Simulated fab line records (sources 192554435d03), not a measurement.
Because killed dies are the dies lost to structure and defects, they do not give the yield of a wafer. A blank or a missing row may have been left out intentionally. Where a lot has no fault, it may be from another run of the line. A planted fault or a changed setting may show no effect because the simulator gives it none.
fab line records / flow n5-finfet
record lots=4 wafers=12 last-day=16
route steps=1938 shown WELL_APT@21 PMOS_HMC_CHANNEL_EPI@57 BEOL_M4@1111
lots that met no fault: from a run of the same line without faults
start-h: hours from the record's first day to the start of the lot's first wafer shown / wait-h: time in hours since the lot's previous step / " same as the row above / L1.1+2: several wafers, shown together as one row / - no value, or no start given / * or withheld: withheld / < > ~ a bound
route shown NAME@n: NAME is a module with steps in the file, n the number in the route of the first one / usual: mean/standard deviation of fault-free wafers / same: alike in all rows / chamber/n: place in a boat / sites: the reading at each site / _std_site: their standard deviation / _edge_site: the outer-site mean with the inner-site mean subtracted / radius-mm: for every site, how far away it sits from the centre of the wafer / mask NAME#n: copy n / behind: the most recent tool/chamber to have shaped the wafer / hold: what put the lot on hold/how long, in hours/how the hold closed / device: the transistor (n, p or np) that didn't switch / end of line: the tests these same wafers got at the end of their route / a step given without rows: its recipe and nothing more / killed: dies that structure and defects cost at the first sort, which is not the same as the wafer's yield / map: the dies of a wafer, with x for killed, . for not killed, _ for no die there
set.NAME: the setting as run; set.NAME@STEP: as run at that earlier step / model.NAME: the simulator's own value behind a step, which no gauge read
lots at some steps of the route; a table a step, a row a wafer
services: the hour from which a tool's chamber was out of use, counted from the record's first day as start-h (under 0 if before that day), plus the number of hours and why
## steps
# step N5_WELL_APT_COAT_02
# recipe spin-rpm=1357 resist-thk-nm=950
# step N5_WELL_APT_EBR_04
# recipe solvent=PGMEA ebr-width-mm=1.5
# step N5_WELL_APT_SOFTBAKE_03
# recipe temp-c=130 time-s=60
# step N5_WELL_APT_EXPOSE_05
# recipe mask-id=NWELL na=0.8 source-shape=conventional sigma-outer=0.8 polarization=unpolarized defocus-nm=0 target-cd-nm=200 dose-mj=20.3
# step N5_WELL_APT_PEB_06
# recipe peb-temp-c=130 peb-time-s=90
# step N5_WELL_APT_DEVELOP_07
# recipe develop-time-s=45 rinse-liquid=surfactant-rinse dry=air-spin dev-temp-c=21
# step N5_WELL_APT_HARDBAKE_12
# recipe temp-c=130 time-s=120
# step N5_WELL_APT_DESCUM_13
# recipe chemistry=O2 time-s=7.9 source-power-w=50 bias-power-w=20 pressure-mtorr=20 rf-frequency-hz=2.712e+07 temp-c=40 o2-flow-sccm=225
# step N5_WELL_APT_IMPLANT_14
# recipe species=P energy-kev=160 dose-cm2=1.5e+13 tilt-deg=0 rotation-deg=0
# step N5_WELL_APT_IMPLANT_15
# recipe species=As energy-kev=25 dose-cm2=1.5e+13 tilt-deg=0 rotation-deg=0
# usual beam-energy-keV=24.999/0.0073
lot.wafer=L594.2 tool=implanter-01 chamber=0 start-h=38.19 wait-h=0.1 beam-energy-keV=24.995 model.implant.rp-nm=19.13 model.implant.drp-nm=8.457
lot.wafer=L594.4 tool=implanter-01 chamber=0 start-h=38.19 wait-h=0.1 beam-energy-keV=24.997 model.implant.rp-nm=19.13 model.implant.drp-nm=8.457
lot.wafer=L594.5 tool=implanter-01 chamber=0 start-h=38.19 wait-h=0.1 beam-energy-keV=24.987 model.implant.rp-nm=19.13 model.implant.drp-nm=8.457
lot.wafer=L607.2 tool=implanter-01 chamber=0 start-h=116.51 wait-h=0.1 beam-energy-keV=35.692 model.implant.rp-nm=24.27 model.implant.drp-nm=10.97
lot.wafer=L607.4 tool=implanter-01 chamber=0 start-h=116.51 wait-h=0.1 beam-energy-keV=35.699 model.implant.rp-nm=24.27 model.implant.drp-nm=10.97
lot.wafer=L607.5 tool=implanter-01 chamber=0 start-h=116.51 wait-h=0.1 beam-energy-keV=35.686 model.implant.rp-nm=24.27 model.implant.drp-nm=10.97
lot.wafer=L608.1 tool=implanter-02 chamber=0 start-h=122.36 wait-h=0.1 beam-energy-keV=25.004 model.implant.rp-nm=19.2 model.implant.drp-nm=8.457
lot.wafer=L608.3 tool=implanter-02 chamber=0 start-h=122.36 wait-h=0.1 beam-energy-keV=25.001 model.implant.rp-nm=19.2 model.implant.drp-nm=8.457
lot.wafer=L608.5 tool=implanter-02 chamber=0 start-h=122.36 wait-h=0.1 beam-energy-keV=24.999 model.implant.rp-nm=19.2 model.implant.drp-nm=8.457
lot.wafer=L609.3 tool=implanter-01 chamber=0 start-h=127.99 wait-h=0.1 beam-energy-keV=35.667 model.implant.rp-nm=24.5 model.implant.drp-nm=10.97
lot.wafer=L609.4 tool=implanter-01 chamber=0 start-h=127.99 wait-h=0.1 beam-energy-keV=35.684 model.implant.rp-nm=24.5 model.implant.drp-nm=10.97
lot.wafer=L609.6 tool=implanter-01 chamber=0 start-h=127.99 wait-h=0.1 beam-energy-keV=35.684 model.implant.rp-nm=24.5 model.implant.drp-nm=10.97
# step N5_WELL_APT_STRIP_16
# recipe chemistry=SPM time-s=900 temp-c=130 h2so4-h2o2-vol-ratio=4 dry=ipa-marangoni
# step N5_WELL_APT_HMDS_18
# recipe time-s=60 temp-c=120
# step N5_WELL_APT_COAT_19
# recipe spin-rpm=1357 resist-thk-nm=950
# step N5_WELL_APT_EBR_21
# recipe solvent=PGMEA ebr-width-mm=1.5
# step N5_WELL_APT_SOFTBAKE_20
# recipe temp-c=130 time-s=60
# step N5_WELL_APT_EXPOSE_22
# recipe mask-id=PWELL na=0.8 source-shape=conventional sigma-outer=0.8 polarization=unpolarized defocus-nm=0 target-cd-nm=200 dose-mj=23.2
# step N5_WELL_APT_PEB_23
# recipe peb-temp-c=130 peb-time-s=90
# step N5_WELL_APT_DEVELOP_24
# recipe develop-time-s=45 rinse-liquid=surfactant-rinse dry=air-spin dev-temp-c=21
# step N5_WELL_APT_HARDBAKE_29
# recipe temp-c=130 time-s=120
# step N5_WELL_APT_DESCUM_30
# recipe chemistry=O2 time-s=7.9 source-power-w=50 bias-power-w=20 pressure-mtorr=20 rf-frequency-hz=2.712e+07 temp-c=40 o2-flow-sccm=225
# step N5_WELL_APT_IMPLANT_31
# recipe species=B energy-kev=60 dose-cm2=1.5e+13 tilt-deg=0 rotation-deg=0
# step N5_WELL_APT_IMPLANT_32
# recipe species=BF2 energy-kev=50 dose-cm2=2e+13 tilt-deg=0 rotation-deg=0
# step N5_WELL_APT_STRIP_33
# recipe chemistry=SPM time-s=900 temp-c=130 h2so4-h2o2-vol-ratio=4 dry=ipa-marangoni
# step N5_WELL_APT_RTA_34
# recipe temp-c=1000 time-s=10 ambient=N2 idle-temp-c=600 ramp-up-c-per-s=150 ramp-down-c-per-s=60 cool-to-c=600
# step N5_WELL_APT_OXIDE_STRIP_42
# recipe chemistry=dHF dilution=25:1 time-s=45 temp-c=25 target=SiO2 target-depth-a=120
# step N5_WELL_APT_PRECLEAN_36
# recipe chemistry=O3/DIW time-s=45 temp-c=22 o3-ppm=10
# step N5_WELL_APT_PRECLEAN_39
# recipe chemistry=dHF time-s=60 dilution=150:1 temp-c=25
# step N5_WELL_APT_SRD_37
# recipe dry=ipa-marangoni do-ppb=5 time-s=30 temp-c=23 rinse-liquid=diw
# step N5_WELL_APT_EPI_41
# recipe material=Si target-thk-a=500 temp-c=650 precursor=SiH4/H2 pressure-torr=20 time-s=297.7
# step N5_PMOS_HMC_CHANNEL_EPI_HM_DEP_34
# recipe material=SiO2 target-thk-a=360 temp-c=400 precursor=TEOS/O2 pressure-torr=6.5 rf-w=900 teos-flow-sccm=161.4 gas=O2 flow-sccm=2650 time-s=6.9
# step N5_PMOS_HMC_CHANNEL_EPI_COAT_31
# recipe resist=BARC temp-c=205 time-s=60 spin-rpm=1500 resist-thk-nm=66
# step N5_PMOS_HMC_CHANNEL_EPI_COAT_03
# recipe resist=CAR-ArF-block spin-rpm=1500 resist-thk-nm=205
# step N5_PMOS_HMC_CHANNEL_EPI_EBR_05
# recipe solvent=PGMEA ebr-width-mm=1.5
# step N5_PMOS_HMC_CHANNEL_EPI_SOFTBAKE_04
# recipe temp-c=110 time-s=60 resist=CAR-ArF-block
# step N5_PMOS_HMC_CHANNEL_EPI_EXPOSE_06
# recipe mask-id=PMOS_HMC_BLK na=1.35 source-shape=conventional sigma-outer=0.8 polarization=unpolarized target-cd-nm=240 dose-mj=41
# step N5_BEOL_M4_RC_MEAS_101
# usual CJ_P=5.81/0.2 DIBL_N=36.5/1.8 DIBL_P=36.5/2.1 IOFF_N=0.17/0.031 IOFF_P=0.22/0.036 ION_N=677/11 ION_P=463/8 SS_N=71.6/0.61 SS_P=73.3/0.63 VT_N=249/3.1 VT_P=-250/3.3
lot.wafer=L594.2 tool=prober-01 chamber=0 start-h=189.63 wait-h=0.2 CJ_P=5.60 DIBL_N[mV/V]=33.7 DIBL_P[mV/V]=32.9 IOFF_N[nA/um]=0.11 IOFF_P[nA/um]=0.16 ION_N[uA/um]=671 ION_P[uA/um]=462 SS_N[mV/dec]=70.7 SS_P[mV/dec]=72.9 VT_N[mV]=255 VT_P[mV]=-256
lot.wafer=L594.4 tool=prober-01 chamber=0 start-h=189.63 wait-h=0.2 CJ_P=5.78 DIBL_N[mV/V]=37.3 DIBL_P[mV/V]=36.3 IOFF_N[nA/um]=0.16 IOFF_P[nA/um]=0.20 ION_N[uA/um]=679 ION_P[uA/um]=460 SS_N[mV/dec]=71.9 SS_P[mV/dec]=73.5 VT_N[mV]=249 VT_P[mV]=-250
lot.wafer=L594.5 tool=prober-01 chamber=0 start-h=189.63 wait-h=0.2 CJ_P=5.60 DIBL_N[mV/V]=35.8 DIBL_P[mV/V]=35.9 IOFF_N[nA/um]=0.14 IOFF_P[nA/um]=0.19 ION_N[uA/um]=685 ION_P[uA/um]=463 SS_N[mV/dec]=71.2 SS_P[mV/dec]=73.6 VT_N[mV]=252 VT_P[mV]=-251
lot.wafer=L607.2 tool=prober-01 chamber=0 start-h=274.33 wait-h=0.2 CJ_P=4.91 DIBL_N[mV/V]=38.6 DIBL_P[mV/V]=38.0 IOFF_N[nA/um]=0.22 IOFF_P[nA/um]=0.27 ION_N[uA/um]=702 ION_P[uA/um]=481 SS_N[mV/dec]=71.5 SS_P[mV/dec]=73.9 VT_N[mV]=243 VT_P[mV]=-245
lot.wafer=L607.4 tool=prober-01 chamber=0 start-h=274.33 wait-h=0.2 CJ_P=4.87 DIBL_N[mV/V]=38.3 DIBL_P[mV/V]=36.8 IOFF_N[nA/um]=0.21 IOFF_P[nA/um]=0.25 ION_N[uA/um]=681 ION_P[uA/um]=457 SS_N[mV/dec]=72.2 SS_P[mV/dec]=73.6 VT_N[mV]=244 VT_P[mV]=-246
lot.wafer=L607.5 tool=prober-01 chamber=0 start-h=274.33 wait-h=0.2 CJ_P=4.77 DIBL_N[mV/V]=38.3 DIBL_P[mV/V]=37.4 IOFF_N[nA/um]=0.22 IOFF_P[nA/um]=0.26 ION_N[uA/um]=700 ION_P[uA/um]=476 SS_N[mV/dec]=71.7 SS_P[mV/dec]=74.1 VT_N[mV]=244 VT_P[mV]=-247
lot.wafer=L609.3 tool=prober-02 chamber=0 start-h=274.69 wait-h=0.3 CJ_P=5.21 DIBL_N[mV/V]=35.1 DIBL_P[mV/V]=35.6 IOFF_N[nA/um]=0.16 IOFF_P[nA/um]=0.25 ION_N[uA/um]=679 ION_P[uA/um]=477 SS_N[mV/dec]=71.7 SS_P[mV/dec]=72.0 VT_N[mV]=248 VT_P[mV]=-244
lot.wafer=L609.4 tool=prober-02 chamber=0 start-h=274.69 wait-h=0.3 CJ_P=5.26 DIBL_N[mV/V]=36.8 DIBL_P[mV/V]=38.0 IOFF_N[nA/um]=0.19 IOFF_P[nA/um]=0.29 ION_N[uA/um]=698 ION_P[uA/um]=485 SS_N[mV/dec]=71.9 SS_P[mV/dec]=73.7 VT_N[mV]=244 VT_P[mV]=-241
lot.wafer=L609.6 tool=prober-02 chamber=0 start-h=274.69 wait-h=0.3 CJ_P=5.16 DIBL_N[mV/V]=38.2 DIBL_P[mV/V]=40.2 IOFF_N[nA/um]=0.24 IOFF_P[nA/um]=0.35 ION_N[uA/um]=709 ION_P[uA/um]=495 SS_N[mV/dec]=72.1 SS_P[mV/dec]=73.6 VT_N[mV]=243 VT_P[mV]=-239
lot.wafer=L608.1 tool=prober-02 chamber=0 start-h=277.34 wait-h=0.0 CJ_P=6.13 DIBL_N[mV/V]=40.0 DIBL_P[mV/V]=39.8 IOFF_N[nA/um]=0.21 IOFF_P[nA/um]=0.25 ION_N[uA/um]=674 ION_P[uA/um]=458 SS_N[mV/dec]=72.4 SS_P[mV/dec]=74.4 VT_N[mV]=246 VT_P[mV]=-246
lot.wafer=L608.3 tool=prober-02 chamber=0 start-h=277.34 wait-h=0.0 CJ_P=6.00 DIBL_N[mV/V]=36.5 DIBL_P[mV/V]=34.6 IOFF_N[nA/um]=0.13 IOFF_P[nA/um]=0.19 ION_N[uA/um]=649 ION_P[uA/um]=454 SS_N[mV/dec]=71.9 SS_P[mV/dec]=72.9 VT_N[mV]=254 VT_P[mV]=-251
lot.wafer=L608.5 tool=prober-02 chamber=0 start-h=277.34 wait-h=0.0 CJ_P=5.93 DIBL_N[mV/V]=38.7 DIBL_P[mV/V]=38.6 IOFF_N[nA/um]=0.17 IOFF_P[nA/um]=0.23 ION_N[uA/um]=680 ION_P[uA/um]=468 SS_N[mV/dec]=72.4 SS_P[mV/dec]=73.4 VT_N[mV]=249 VT_P[mV]=-248
## services
tool=implanter-02 chamber=- start-h=36.02 hours=4.0 kind=pm
## key
first-sign step=N5_WELL_APT_IMPLANT_15 reading=beam-energy-keV direction=up sigmas=99+ usual=24.999 struck=35.685
effect step=N5_BEOL_M4_RC_MEAS_101 reading=CJ_P direction=down sigmas=4 usual=5.81 struck=5.03
model-effect step=N5_WELL_APT_IMPLANT_15 value=implant.rp-nm without=18.59 struck=24.39
met-at N5_WELL_APT_IMPLANT_15
struck-wafers L607.2,L607.4,L607.5,L609.3,L609.4,L609.6
onset-between 38.19 116.51
fault kind=process-parameter-drift tool=implanter-01 chamber=- onset-h=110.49 steps=N5_WELL_APT_IMPLANT_15 channel=energy-kev offset=10.688 shape=step end-h=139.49 acts-in=these-recipes-only stated=25
